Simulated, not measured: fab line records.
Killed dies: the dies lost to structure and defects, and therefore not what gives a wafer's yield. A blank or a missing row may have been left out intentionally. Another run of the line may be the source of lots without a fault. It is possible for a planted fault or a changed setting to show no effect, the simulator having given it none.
Which tool is to blame? || flow nandHarc || Sampling: 7 lots, 21 wafers, 2 of 1302 route steps

WHAT THE GAUGES READ, wafer by wafer
NHARC_A_ONON_D1_THK_MEAS_08: measures by ellipsometry.
{"lot": "L455", "measured": "day 8 06:07", "on": "filmMetro-02", "thkNm (nm)": "1000 999 1001"}
{"lot": "L457", "measured": "day 9 07:57", "on": "filmMetro-01", "thkNm (nm)": "989 988 988"}
{"lot": "L459", "measured": "day 10 00:32", "on": "filmMetro-02", "thkNm (nm)": "1013 1012 1013"}
{"lot": "L461", "measured": "day 10 16:44", "on": "filmMetro-01", "thkNm (nm)": "994 995 994"}
{"lot": "L464", "measured": "day 11 19:16", "on": "filmMetro-02", "thkNm (nm)": "1004 1004 1004"}
{"lot": "L472", "measured": "day 15 07:56", "on": "filmMetro-01", "thkNm (nm)": "984 1107 984"}
{"lot": "L477", "measured": "day 17 05:11", "on": "filmMetro-02", "thkNm (nm)": "995 996 997"}

EACH LOT AND THE TOOL THAT RAN IT (in order: tool; ch and the chambers of the sampled wafers; start)
{"lot": "L455", "NHARC_A_ONON_D1_DEP_06": "pecvdOnon-03 ch 0, day 8 05:37"}
{"lot": "L457", "NHARC_A_ONON_D1_DEP_06": "pecvdOnon-03 ch 0, day 9 07:26"}
{"lot": "L459", "NHARC_A_ONON_D1_DEP_06": "pecvdOnon-04 ch 0, day 10 00:08"}
{"lot": "L461", "NHARC_A_ONON_D1_DEP_06": "pecvdOnon-01 ch 0, day 10 16:20"}
{"lot": "L464", "NHARC_A_ONON_D1_DEP_06": "pecvdOnon-03 ch 0, day 11 18:49"}
{"lot": "L472", "NHARC_A_ONON_D1_DEP_06": "pecvdOnon-04 ch 0, day 15 07:32"}
{"lot": "L477", "NHARC_A_ONON_D1_DEP_06": "pecvdOnon-01 ch 0, day 17 04:44"}
- NHARC_A_ONON_D1_DEP_06: target thk 1000 nm.

THE ANSWER, worked out from the rows above alone
Rule: the lots themselves supply what counts as usual. Put in order of their means at a reading, lots are off if they are a third of the lots or fewer, leave a main group of 4 or more, and stand apart from it by a gap of 3 or more times the standard deviation of the main group's means; of several such gaps the widest counts. A main group is skipped when, at the precision printed for the reading in the tables above, its means are all equal. A lot without any number at a reading at which 4 lots or more have one is off too. Where the step has rows for the other lots, those lots are counted as sound.
None of the lots is off at any reading shown; this tells nothing.

WHAT WAS PUT IN BY THE SIMULATOR
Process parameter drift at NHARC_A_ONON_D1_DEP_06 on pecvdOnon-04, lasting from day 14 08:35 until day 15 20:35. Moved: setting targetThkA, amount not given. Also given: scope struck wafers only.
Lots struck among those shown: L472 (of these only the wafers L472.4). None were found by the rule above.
